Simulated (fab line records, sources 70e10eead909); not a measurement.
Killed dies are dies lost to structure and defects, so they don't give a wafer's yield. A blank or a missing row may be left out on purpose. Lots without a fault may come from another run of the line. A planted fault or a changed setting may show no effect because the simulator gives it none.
fab line records | flow nand_harc
record lots=6 wafers=18 last_day=33
route steps=1302 shown A_SOURCE_PLATE@414 A_ONON_D1@424 A_CHANNEL_HOLE_D1@450 END@1302
lots that met no fault: from a run of the same line without faults
start_h: hours from the record's first day to the start of the lot's first wafer shown | wait_h: hours since the lot's step before | " the same as in the row above | L1.1+2: a row that stands for several wafers | - no value, or no start given | * or withheld: withheld | < > ~ a bound
route shown NAME@n: a module of which the file shows steps, and the number in the route of the first | usual: mean/standard deviation of fault-free wafers | same: alike in all rows | chamber/n: place in a boat | sites: the reading at each site | _std_site: their standard deviation | _edge_site: outer sites' mean less inner sites' | radius_mm: how far each site lies from the wafer's centre | mask NAME#n: copy n | behind: the tool/chamber that last shaped the wafer | hold: why the lot was held/for how many hours/how that ended | device: the transistor (n, p or np) that didn't switch | end of line: the same wafers' tests at the end of the route | a step without rows: its recipe alone | killed: dies lost to structure and defects at the first sort, not the wafer's yield | map: a wafer's dies, x killed, . not, _ none there
set.NAME: the setting as run; set.NAME@STEP: as run at that earlier step | model.NAME: the simulator's own value behind a step, which no gauge read
lots at some steps of the route; a table a step, a row a wafer
services: from which hour (start_h, from the record's first day; less than 0 if before it) a tool's chamber was out of use, for how many hours, and why
## steps
# step NHARC_A_SOURCE_PLATE_SRD_01
# step NHARC_A_SOURCE_PLATE_OXIDE_02
# recipe target_thk_a=100 temp_c=900 ox_time_s=1362 material=SiO2
# step NHARC_A_SOURCE_PLATE_THK_MEAS_09
# recipe thk_meas_gauge=ellipsometry
# usual thk_nm=9.7/0.99
# columns lot.wafer tool chamber start_h wait_h thk_nm
L852.2 film_metro-01 - 167.13 0.4 8.7
L852.3 " - " " 11.3
L852.6 " - " " 10.1
L853.1 film_metro-01 - 175.89 0.4 10.5
L853.2 " - " " 10.3
L853.5 " - " " 9.0
L865.2 film_metro-01 - 294.32 0.4 12.0
L865.3 " - " " 11.0
L865.5 " - " " 9.7
L866.2 film_metro-02 - 311.40 0.4 9.6
L866.3 " - " " 9.2
L866.4 " - " " 12.5
L869.1 film_metro-02 - 334.71 0.4 9.9
L869.2 " - " " 9.2
L869.5 " - " " 9.9
L872.1 film_metro-02 - 369.38 0.4 7.7
L872.3 " - " " 9.4
L872.6 " - " " 9.8
# step NHARC_A_SOURCE_PLATE_PVD_04
# recipe target_thk_a=500 material=WSi2
# step NHARC_A_SOURCE_PLATE_CVD_03
# recipe target_thk_a=2000 temp_c=620 pressure_mtorr=200 time_s=4000 material=poly-Si
# step NHARC_A_SOURCE_PLATE_ANNEAL_05
# recipe temp_c=850 time_s=1800
# step NHARC_A_SOURCE_PLATE_THK_MEAS_06
# recipe thk_meas_gauge=ellipsometry
# usual thk_nm=200.0/2.5
# columns lot.wafer tool chamber start_h wait_h thk_nm
L852.2 film_metro-01 - 180.05 0.4 198.6
L852.3 " - " " 197.4
L852.6 " - " " 198.2
L853.1 film_metro-01 - 188.89 0.4 202.6
L853.2 " - " " 201.4
L853.5 " - " " 198.9
L865.2 film_metro-02 - 307.68 0.4 200.1
L865.3 " - " " 197.6
L865.5 " - " " 196.8
L866.2 film_metro-02 - 326.67 0.4 199.9
L866.3 " - " " 199.9
L866.4 " - " " 201.7
L869.1 film_metro-01 - 347.67 0.4 192.3
L869.2 " - " " 193.6
L869.5 " - " " 194.2
L872.1 film_metro-02 - 381.91 0.4 198.1
L872.3 " - " " 201.6
L872.6 " - " " 201.4
# step NHARC_A_SOURCE_PLATE_INSPECT_08
# usual raw_defect_count=61/24
# columns lot.wafer tool chamber start_h wait_h raw_defect_count
L852.2 defect_inspect-02 - 180.12 0.0 126
L852.3 " - " " 97
L852.6 " - " " 113
L853.1 defect_inspect-02 - 189.00 0.0 70
L853.2 " - " " 70
L853.5 " - " " 102
L865.2 defect_inspect-01 - 307.74 0.0 112
L865.3 " - " " 61
L865.5 " - " " 60
L866.2 defect_inspect-02 - 326.73 0.0 89
L866.3 " - " " 61
L866.4 " - " " 40
L869.1 defect_inspect-02 - 347.75 0.0 106
L869.2 " - " " 61
L869.5 " - " " 64
L872.1 defect_inspect-02 - 382.02 0.0 71
L872.3 " - " " 55
L872.6 " - " " 48
# step NHARC_A_ONON_D1_DEP_00
# recipe target_thk_a=10000 n2_flow_sccm=2750 n2o_flow_sccm=2000 nh3_flow_sccm=500 sih4_flow_sccm=210 temp_c=400
# step NHARC_A_ONON_D1_THK_MEAS_02
# recipe thk_meas_gauge=ellipsometry
# usual thk_nm=998/10
# columns lot.wafer tool chamber start_h wait_h thk_nm
L852.2 film_metro-01 - 180.69 - 1005
L852.3 " - " " 1005
L852.6 " - " " 1006
L853.1 film_metro-02 - 189.58 - 1010
L853.2 " - " " 1011
L853.5 " - " " 1009
L865.2 film_metro-01 - 308.31 - 1017
L865.3 " - " " 1017
L865.5 " - " " 1017
L866.2 film_metro-01 - 327.31 - 998
L866.3 " - " " 1000
L866.4 " - " " 998
L869.1 film_metro-02 - 348.33 - 974
L869.2 " - " " 976
L869.5 " - " " 976
L872.1 film_metro-02 - 382.60 - 989
L872.3 " - " " 990
L872.6 " - " " 992
# step NHARC_A_ONON_D1_DEP_03
# recipe target_thk_a=10000 n2_flow_sccm=2750 n2o_flow_sccm=2000 nh3_flow_sccm=500 sih4_flow_sccm=210 temp_c=400
# columns lot.wafer tool chamber start_h wait_h
L852.2+3+6 pecvd_onon-02 0 180.81 0.1
L853.1+2+5 pecvd_onon-03 0 189.63 0.1
L865.2+3+5 pecvd_onon-02 0 308.43 0.1
L866.2+3+4 pecvd_onon-02 0 327.43 0.1
L869.1+2+5 pecvd_onon-03 0 348.39 0.1
L872.1+3+6 pecvd_onon-01 0 382.66 0.1
# step NHARC_A_ONON_D1_THK_MEAS_05
# recipe thk_meas_gauge=ellipsometry
# usual thk_nm=1000/11
# columns lot.wafer tool chamber start_h wait_h thk_nm
L852.2 film_metro-02 - 181.26 - 1006
L852.3 " - " " 1008
L852.6 " - " " 1008
L853.1 film_metro-01 - 190.15 - 1003
L853.2 " - " " 1003
L853.5 " - " " 1002
L865.2 film_metro-02 - 308.88 - 1004
L865.3 " - " " 1002
L865.5 " - " " 1003
L866.2 film_metro-02 - 327.88 - 985
L866.3 " - " " 986
L866.4 " - " " 988
L869.1 film_metro-02 - 348.90 - 1010
L869.2 " - " " 1010
L869.5 " - " " 1011
L872.1 film_metro-02 - 383.17 - 990
L872.3 " - " " 989
L872.6 " - " " 989
# step NHARC_A_ONON_D1_DEP_06
# recipe target_thk_a=10000 n2_flow_sccm=2750 n2o_flow_sccm=2000 nh3_flow_sccm=500 sih4_flow_sccm=210 temp_c=400
# step NHARC_A_ONON_D1_THK_MEAS_08
# recipe thk_meas_gauge=ellipsometry
# usual thk_nm=1000/10
# columns lot.wafer tool chamber start_h wait_h thk_nm
L852.2 film_metro-01 - 181.82 - 984
L852.3 " - " " 985
L852.6 " - " " 984
L853.1 film_metro-02 - 190.71 - 1011
L853.2 " - " " 1010
L853.5 " - " " 1010
L865.2 film_metro-01 - 309.45 - 1000
L865.3 " - " " 999
L865.5 " - " " 1000
L866.2 film_metro-01 - 328.45 - 1002
L866.3 " - " " 1001
L866.4 " - " " 1001
L869.1 film_metro-02 - 349.47 - 999
L869.2 " - " " 997
L869.5 " - " " 998
L872.1 film_metro-01 - 383.74 - 992
L872.3 " - " " 993
L872.6 " - " " 992
# step NHARC_A_ONON_D1_DEP_09
# recipe target_thk_a=10000 n2_flow_sccm=2750 n2o_flow_sccm=2000 nh3_flow_sccm=500 sih4_flow_sccm=210 temp_c=400
# step NHARC_A_ONON_D1_THK_MEAS_11
# recipe thk_meas_gauge=ellipsometry
# usual thk_nm=996/9.6
# columns lot.wafer tool chamber start_h wait_h thk_nm
L852.2 film_metro-02 - 182.39 - 990
L852.3 " - " " 987
L852.6 " - " " 988
L853.1 film_metro-01 - 191.27 - 988
L853.2 " - " " 988
L853.5 " - " " 988
L865.2 film_metro-02 - 310.01 - 1001
L865.3 " - " " 1004
L865.5 " - " " 1003
L866.2 film_metro-01 - 329.02 - 995
L866.3 " - " " 993
L866.4 " - " " 993
L869.1 film_metro-01 - 350.03 - 996
L869.2 " - " " 997
L869.5 " - " " 996
L872.1 film_metro-01 - 384.30 - 993
L872.3 " - " " 993
L872.6 " - " " 996
# step NHARC_A_ONON_D1_DEP_12
# recipe target_thk_a=10000 n2_flow_sccm=2750 n2o_flow_sccm=2000 nh3_flow_sccm=500 sih4_flow_sccm=210 temp_c=400
# step NHARC_A_ONON_D1_THK_MEAS_14
# recipe thk_meas_gauge=ellipsometry
# usual thk_nm=1000/11
# columns lot.wafer tool chamber start_h wait_h thk_nm
L852.2 film_metro-02 - 182.96 - 997
L852.3 " - " " 995
L852.6 " - " " 999
L853.1 film_metro-02 - 191.85 - 1006
L853.2 " - " " 1005
L853.5 " - " " 1006
L865.2 film_metro-02 - 310.58 - 1004
L865.3 " - " " 1005
L865.5 " - " " 1003
L866.2 film_metro-01 - 329.59 - 995
L866.3 " - " " 994
L866.4 " - " " 996
L869.1 film_metro-01 - 350.60 - 1012
L869.2 " - " " 1011
L869.5 " - " " 1011
L872.1 film_metro-02 - 384.88 - 1011
L872.3 " - " " 1009
L872.6 " - " " 1012
# step NHARC_A_ONON_D1_ANNEAL_15
# recipe temp_c=750 time_s=3600
# step NHARC_A_ONON_D1_DEP_16
# recipe target_thk_a=10000 n2_flow_sccm=2750 n2o_flow_sccm=2000 nh3_flow_sccm=500 sih4_flow_sccm=210 temp_c=400
# step NHARC_A_ONON_D1_THK_MEAS_18
# recipe thk_meas_gauge=ellipsometry
# usual thk_nm=1002/7
# columns lot.wafer tool chamber start_h wait_h thk_nm
L852.2 film_metro-01 - 193.70 - 1018
L852.3 " - " " 1017
L852.6 " - " " 1017
L853.1 film_metro-01 - 199.59 - 999
L853.2 " - " " 1002
L853.5 " - " " 1000
L865.2 film_metro-02 - 319.98 - 1007
L865.3 " - " " 1007
L865.5 " - " " 1006
L866.2 film_metro-02 - 340.15 - 996
L866.3 " - " " 997
L866.4 " - " " 996
L869.1 film_metro-02 - 358.40 - 1005
L869.2 " - " " 1003
L869.5 " - " " 1005
L872.1 film_metro-01 - 393.88 - 1000
L872.3 " - " " 999
L872.6 " - " " 999
# step NHARC_A_ONON_D1_DEP_19
# recipe target_thk_a=10000 n2_flow_sccm=2750 n2o_flow_sccm=2000 nh3_flow_sccm=500 sih4_flow_sccm=210 temp_c=400
# step NHARC_A_ONON_D1_THK_MEAS_21
# recipe thk_meas_gauge=ellipsometry
# usual thk_nm=1000/9.8
# columns lot.wafer tool chamber start_h wait_h thk_nm
L852.2 film_metro-01 - 194.26 - 992
L852.3 " - " " 993
L852.6 " - " " 993
L853.1 film_metro-02 - 200.16 - 1007
L853.2 " - " " 1005
L853.5 " - " " 1006
L865.2 film_metro-01 - 320.55 - 1009
L865.3 " - " " 1009
L865.5 " - " " 1009
L866.2 film_metro-02 - 340.72 - 995
L866.3 " - " " 994
L866.4 " - " " 994
L869.1 film_metro-01 - 358.96 - 1002
L869.2 " - " " 1002
L869.5 " - " " 1000
L872.1 film_metro-01 - 394.45 - 1001
L872.3 " - " " 1002
L872.6 " - " " 1004
# step NHARC_A_ONON_D1_DEP_22
# recipe target_thk_a=10000 n2_flow_sccm=2750 n2o_flow_sccm=2000 nh3_flow_sccm=500 sih4_flow_sccm=210 temp_c=400
# step NHARC_A_ONON_D1_THK_MEAS_24
# recipe thk_meas_gauge=ellipsometry
# usual thk_nm=999/9.2
# columns lot.wafer tool chamber start_h wait_h thk_nm
L852.2 film_metro-02 - 194.83 - 990
L852.3 " - " " 989
L852.6 " - " " 991
L853.1 film_metro-01 - 200.73 - 1000
L853.2 " - " " 1002
L853.5 " - " " 1001
L865.2 film_metro-01 - 321.11 - 993
L865.3 " - " " 994
L865.5 " - " " 994
L866.2 film_metro-01 - 341.28 - 1009
L866.3 " - " " 1008
L866.4 " - " " 1008
L869.1 film_metro-01 - 359.53 - 993
L869.2 " - " " 992
L869.5 " - " " 991
L872.1 film_metro-02 - 395.02 - 994
L872.3 " - " " 994
L872.6 " - " " 995
# step NHARC_A_ONON_D1_DEP_25
# recipe target_thk_a=10000 n2_flow_sccm=2750 n2o_flow_sccm=2000 nh3_flow_sccm=500 sih4_flow_sccm=210 temp_c=400
# step NHARC_A_ONON_D1_THK_MEAS_27
# recipe thk_meas_gauge=ellipsometry
# usual thk_nm=1000/10
# columns lot.wafer tool chamber start_h wait_h thk_nm
L852.2 film_metro-02 - 195.39 - 989
L852.3 " - " " 987
L852.6 " - " " 988
L853.1 film_metro-01 - 201.29 - 1006
L853.2 " - " " 1007
L853.5 " - " " 1007
L865.2 film_metro-02 - 321.68 - 997
L865.3 " - " " 998
L865.5 " - " " 998
L866.2 film_metro-01 - 341.86 - 1006
L866.3 " - " " 1005
L866.4 " - " " 1005
L869.1 film_metro-02 - 360.09 - 1008
L869.2 " - " " 1011
L869.5 " - " " 1010
L872.1 film_metro-01 - 395.58 - 991
L872.3 " - " " 991
L872.6 " - " " 990
# step NHARC_A_ONON_D1_DEP_28
# recipe target_thk_a=10000 n2_flow_sccm=2750 n2o_flow_sccm=2000 nh3_flow_sccm=500 sih4_flow_sccm=210 temp_c=400
# step NHARC_A_ONON_D1_THK_MEAS_30
# recipe thk_meas_gauge=ellipsometry
# usual thk_nm=1001/7.9
# columns lot.wafer tool chamber start_h wait_h thk_nm
L852.2 film_metro-01 - 195.96 - 995
L852.3 " - " " 997
L852.6 " - " " 996
L853.1 film_metro-02 - 201.86 - 994
L853.2 " - " " 996
L853.5 " - " " 997
L865.2 film_metro-02 - 322.25 - 1008
L865.3 " - " " 1011
L865.5 " - " " 1009
L866.2 film_metro-02 - 342.45 - 996
L866.3 " - " " 996
L866.4 " - " " 993
L869.1 film_metro-01 - 360.66 - 1000
L869.2 " - " " 1002
L869.5 " - " " 1000
L872.1 film_metro-01 - 396.15 - 998
L872.3 " - " " 998
L872.6 " - " " 997
# step NHARC_A_ONON_D1_DEP_33
# recipe target_thk_a=2000 temp_c=400 pressure_torr=6.5 rf_w=900 teos_flow_sccm=161.4 flow_sccm=2650 target_thk_nm=200 gas=O2 material=SiO2
# usual heater_power_w=512/97 throttle_valve_pct=15.8/0.58
# columns lot.wafer tool chamber start_h wait_h heater_power_w throttle_valve_pct
L852.3 pecvd-04 1 196.02 0.1 702 16.2
L852.2 " 2 " " 559 15.6
L852.6 " 1 " " 726 16.4
L853.2 pecvd-04 1 201.91 0.1 665 16.5
L853.1 " 2 " " 582 15.9
L853.5 " 2 " " 575 15.6
L865.3 pecvd-02 0 322.30 0.1 421 16.7
L865.2 " 1 " " 501 15.3
L865.5 " 2 " " 429 16.2
L866.3 pecvd-02 0 342.51 0.1 328 16.6
L866.2 " 1 " " 517 15.8
L866.4 " 1 " " 519 15.5
L869.1 pecvd-03 1 360.72 0.1 669 16.2
L869.2 " 2 " " 523 15.5
L869.5 " 1 " " 665 16.2
L872.1 pecvd-03 1 396.25 0.1 531 16.4
L872.3 " 2 " " 452 15.1
L872.6 " 2 " " 481 15.5
# step NHARC_A_ONON_D1_THK_MEAS_34
# recipe thk_meas_gauge=ellipsometry
# usual thk_nm=200.6/2.9
# columns lot.wafer tool chamber start_h wait_h thk_nm
L852.2 film_metro-01 - 196.43 - 194.5
L852.3 " - " " 192.2
L852.6 " - " " 196.0
L853.1 film_metro-01 - 202.33 - 194.0
L853.2 " - " " 196.8
L853.5 " - " " 199.5
L865.2 film_metro-02 - 322.72 - 200.4
L865.3 " - " " 197.6
L865.5 " - " " 202.2
L866.2 film_metro-02 - 342.92 - 203.2
L866.3 " - " " 203.2
L866.4 " - " " 207.0
L869.1 film_metro-02 - 361.13 - 199.9
L869.2 " - " " 204.8
L869.5 " - " " 202.6
L872.1 film_metro-01 - 396.62 - 196.5
L872.3 " - " " 199.8
L872.6 " - " " 205.2
# step NHARC_A_CHANNEL_HOLE_D1_DEP_00
# recipe target_thk_a=31000 temp_c=400 material=aC
# usual throttle_valve_pct=35.000/0.0088
# columns lot.wafer tool chamber start_h wait_h throttle_valve_pct
L852.2 acl_dep-03 0 198.51 2.0 34.994
L852.3 " 0 " " 34.999
L852.6 " 0 " " 34.989
L853.1 acl_dep-02 0 203.18 0.8 35.021
L853.2 " 0 " " 34.997
L853.5 " 0 " " 34.996
L865.2 acl_dep-02 0 323.18 0.4 35.004
L865.3 " 0 " " 35.002
L865.5 " 0 " " 35.007
L866.2 acl_dep-02 0 343.56 0.6 35.000
L866.3 " 0 " " 34.992
L866.4 " 0 " " 35.006
L869.1 acl_dep-01 0 361.26 0.1 34.999
L869.2 " 0 " " 35.004
L869.5 " 0 " " 34.984
L872.1 acl_dep-03 0 398.51 1.8 34.994
L872.3 " 0 " " 35.013
L872.6 " 0 " " 35.006
# step NHARC_A_CHANNEL_HOLE_D1_DEP_01
# recipe target_thk_a=1400 target_thk_nm=140 temp_c=400 pressure_torr=3.5 flow_sccm=200 rf_w=350 material=SiON
# usual heater_power_w=749/66
# columns lot.wafer tool chamber start_h wait_h heater_power_w
L852.2 pecvd-03 0 200.10 1.3 655
L852.3 " 2 " " 764
L852.6 " 0 " " 682
L853.2 pecvd-04 2 205.11 1.3 810
L853.1 " 0 " " 842
L853.5 " 2 " " 806
L865.2 pecvd-03 2 324.81 1.3 734
L865.3 " 0 " " 652
L865.5 " 0 " " 658
L866.3 pecvd-03 0 345.17 1.0 664
L866.2 " 1 " " 724
L866.4 " 1 " " 753
L869.1 pecvd-03 2 363.21 1.6 697
L869.2 " 1 " " 806
L869.5 " 0 " " 679
L872.1 pecvd-01 0 400.46 1.6 776
L872.3 " 2 " " 711
L872.6 " 2 " " 735
# step NHARC_A_CHANNEL_HOLE_D1_DEHYDRATE_02
# recipe temp_c=150 time_s=120
# step NHARC_A_CHANNEL_HOLE_D1_HMDS_03
# recipe time_s=30
# step NHARC_A_CHANNEL_HOLE_D1_COAT_36
# recipe temp_c=260 time_s=75
# step NHARC_A_CHANNEL_HOLE_D1_COAT_37
# recipe temp_c=225 time_s=65
# step NHARC_END_SORT_01
# recipe temp_c=25
# usual killed_at_array=58/18 killed_at_other=1.0/1.5 killed_at_periphery=4/3.1 killed_dies=64/18 killed_open=3.4/1.9 killed_short=2.7/1.7
# same gross_dies=677
# columns lot.wafer tool chamber start_h wait_h killed_at_array killed_at_other killed_at_periphery killed_dies killed_open killed_short
L853.1 prober-01 0 585.34 2.5 69 3 2 74 2 2
L853.2 prober-01 0 586.14 2.8 73 1 3 77 1 5
L853.5 prober-01 0 588.54 3.7 80 0 3 83 4 3
L865.2 prober-01 0 701.18 2.8 131 0 1 132 2 4
L865.3 prober-01 0 701.98 3.1 153 0 6 159 5 0
L865.5 prober-01 0 703.58 3.7 145 0 6 151 4 3
L866.2 prober-01 0 744.18 2.8 156 1 5 162 4 5
L866.3 prober-01 0 744.99 3.1 143 2 2 147 4 0
L866.4 prober-01 0 745.81 3.4 142 0 1 143 1 3
# killed by level:class
L853.1 A_CHANNEL_HOLE_D2:chamber_film_flake=37 A_SLIT:chamber_film_flake=23 THIN_TSV:chamber_film_flake=2 A_ONON_D1:geometric_particle:open=1 A_DECK1_JOINT:geometric_particle:short=1 A_DECK1_JOINT:geometric_particle:open=1 A_CHANNEL_FILL_D2:geometric_particle:short=1 P_GATE:chamber_film_flake=1
L853.2 A_CHANNEL_HOLE_D2:chamber_film_flake=29 A_SLIT:chamber_film_flake=24 A_BLC:chamber_film_flake=6 A_CONTACT:chamber_film_flake=3 A_BLC:geometric_particle:short=2 A_CHANNEL_FILL_D1:chamber_film_flake=2 A_SOURCE_PLATE:geometric_particle:open=1 A_ONON_D1:geometric_particle:short=1
L853.5 A_CHANNEL_HOLE_D2:chamber_film_flake=39 A_SLIT:chamber_film_flake=18 A_BLC:chamber_film_flake=4 A_CONTACT:chamber_film_flake=4 A_WL_FILL:chamber_film_flake=3 A_CHANNEL_FILL_D2:geometric_particle:open=2 P_ZERO_WELL:chamber_film_flake=2 A_CHANNEL_FILL_D1:chamber_film_flake=2
L865.2 A_ONON_D1:unspecified=71 A_SLIT:chamber_film_flake=23 A_CHANNEL_HOLE_D2:chamber_film_flake=16 A_STAIRCASE:chamber_film_flake=4 A_CHANNEL_HOLE_D1:chamber_film_flake=3 A_WL_FILL:chamber_film_flake=3 A_CHANNEL_HOLE_D2:geometric_particle:short=2 A_M0:geometric_particle:open=2
L865.3 A_ONON_D1:unspecified=84 A_SLIT:chamber_film_flake=28 A_CHANNEL_HOLE_D2:chamber_film_flake=21 A_STAIRCASE:chamber_film_flake=4 A_CHANNEL_HOLE_D1:chamber_film_flake=3 A_WL_FILL:chamber_film_flake=3 A_BLC:geometric_particle:open=2 P_ZERO_WELL:chamber_film_flake=2
L865.5 A_ONON_D1:unspecified=87 A_SLIT:chamber_film_flake=29 A_CHANNEL_HOLE_D2:chamber_film_flake=13 A_CHANNEL_HOLE_D1:chamber_film_flake=3 A_WL_FILL:chamber_film_flake=3 P_ZERO_WELL:chamber_film_flake=2 A_CONTACT:chamber_film_flake=2 P_M0:geometric_particle:open=1
L866.2 A_ONON_D1:unspecified=82 A_CHANNEL_HOLE_D1:chamber_film_flake=29 A_CHANNEL_HOLE_D2:chamber_film_flake=22 A_CONTACT:chamber_film_flake=6 A_SLIT:chamber_film_flake=3 A_STAIRCASE:chamber_film_flake=3 P_STI:chamber_film_flake=2 A_CHANNEL_FILL_D1:chamber_film_flake=2
L866.3 A_ONON_D1:unspecified=74 A_CHANNEL_HOLE_D1:chamber_film_flake=26 A_CHANNEL_HOLE_D2:chamber_film_flake=23 A_CONTACT:chamber_film_flake=6 A_STAIRCASE:chamber_film_flake=6 A_SLIT:chamber_film_flake=5 P_CONTACT:geometric_particle:open=1 P_M0:geometric_particle:open=1
L866.4 A_ONON_D1:unspecified=77 A_CHANNEL_HOLE_D1:chamber_film_flake=25 A_CHANNEL_HOLE_D2:chamber_film_flake=17 A_SLIT:chamber_film_flake=6 A_CONTACT:chamber_film_flake=6 A_STAIRCASE:chamber_film_flake=4 A_CHANNEL_FILL_D2:geometric_particle:short=2 A_CHANNEL_FILL_D1:chamber_film_flake=2
# map L865.3 (x killed, . not)
____________x____________
_________......._________
_______..........._______
______.............______
_____..............._____
____.................____
____..x..x..x....x...____
___..x................___
___...x....x..........___
__..........x..........__
__............x........__
_...........x..........._
_.......x.xxxx..x.x....._
_x........xxxxx........._
_........xxxxxxxx......._
_...x...xxxxxxxxx.x....._
.........xxxxxxxx........
.......xxxxxxxxxxx......x
.........xxxxxxxx...x....
........xxxxxxxx.........
........xxxxxxx.x.....x..
_......x.xxxxxxxx......._
_......x..xxxxxx........_
_......x.xxxxxx....x...._
_......xxxx.x..........._
_.......xxxx............_
__....xxxxxx.x.........__
__....xxxx.xx..........__
___....xxxxx..........___
___...xxx.xx......x...___
____...xx..x.....xx..____
____....xx.x.........____
_____..............._____
______x...x........______
_______.xx........_______
_________.x....._________
____________.____________
# map L866.2 (x killed, . not)
____________.____________
_________......._________
_______....x......_______
______.............______
_____........x......_____
____...x.............____
____.x....x..x.......____
___..........x...xx...___
___....x........xx.x..___
__.............xx.xxx..__
__.........x.x.xxxxx...__
_...........x..xxxx.x..._
_.........xxxxxxxxx.x..._
_.x.........xxx.xxx..x.._
_........xxxxxxx.xx.x..._
_.......xxxxxxxxx...x..._
x....x..xxxxxxxxxx.......
.....x...xxxxxxxx........
........xxxxxxxxx........
.........xxxxxxxx........
.........xxxxxxx.........
_........xxxx.xxx......._
_.........xxxxxx........_
_.....x...x.x.x........._
_...x......x............_
_......x..xx..x.....x.x._
__.....xx.........x....__
__...xx.xxxx...........__
___....xxx...x........___
___...x.x.xx..........___
____x...xx...........____
____.....xx..........____
_____..............._____
______....x........______
_______..........._______
_________......._________
____________.____________
## services
# columns tool chamber start_h hours kind
pecvd-02 - 180.46 1.0 repair
pecvd-03 - 185.00 13.0 pm
pecvd-03 0 185.00 13.4 vent_cycle
pecvd_onon-02 - 185.00 13.0 pm
pecvd-01 1 185.57 14.4 repair
acl_dep-01 - 187.08 13.0 pm
pecvd-02 - 200.81 1.3 repair
pecvd-04 - 217.67 0.6 repair
pecvd-03 1 218.33 10.4 repair
pecvd_onon-03 - 227.00 13.0 pm
pecvd-02 - 227.32 13.0 pm
acl_dep-02 - 244.49 13.0 pm
pecvd-04 - 269.00 13.0 pm
pecvd_onon-01 - 269.11 13.0 pm
pecvd-02 - 277.12 0.7 repair
acl_dep-03 - 299.15 13.0 pm
pecvd-01 - 311.85 13.0 pm
pecvd-04 - 321.97 77.1 repair
pecvd-02 2 365.23 22.9 repair
pecvd_onon-03 - 365.51 4.5 repair
pecvd-03 - 366.00 13.0 pm
pecvd_onon-02 - 366.00 13.0 pm
acl_dep-01 - 368.65 13.0 pm
pecvd-03 2 387.47 3.4 repair
## key
first_sign step=NHARC_END_SORT_01 reading=killed_at_array direction=up sigmas=4.9 usual=58 struck=145
effect step=NHARC_END_SORT_01 reading=killed_dies direction=up sigmas=4.8 usual=64 struck=149
more_kills_born_at NHARC_A_ONON_D1_DEP_03@pecvd_onon-02=475
met_at NHARC_A_ONON_D1_DEP_03
struck_wafers L865.2,L865.3,L865.5,L866.2,L866.3,L866.4
tester_left_out L865,L866
onset_between 180.81 308.43
also_fits NHARC_A_ONON_D1_DEP_33:pecvd-02,NHARC_A_CHANNEL_HOLE_D1_DEP_00:acl_dep-02
fault kind=chamber_particle_source tool=pecvd_onon-02 chamber=- onset_h=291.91 steps=NHARC_A_ONON_D1_DEP_03 rate_per_visit_cm2=0.74267 end_h=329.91
# tester_left_out: of these lots the tester's yield and bins aren't shown, on N5 and GAA mostly nor the transistor test; their killed dies are dies lost to structure and defects alone, not to doping, threshold or leakage, so they don't give the yield
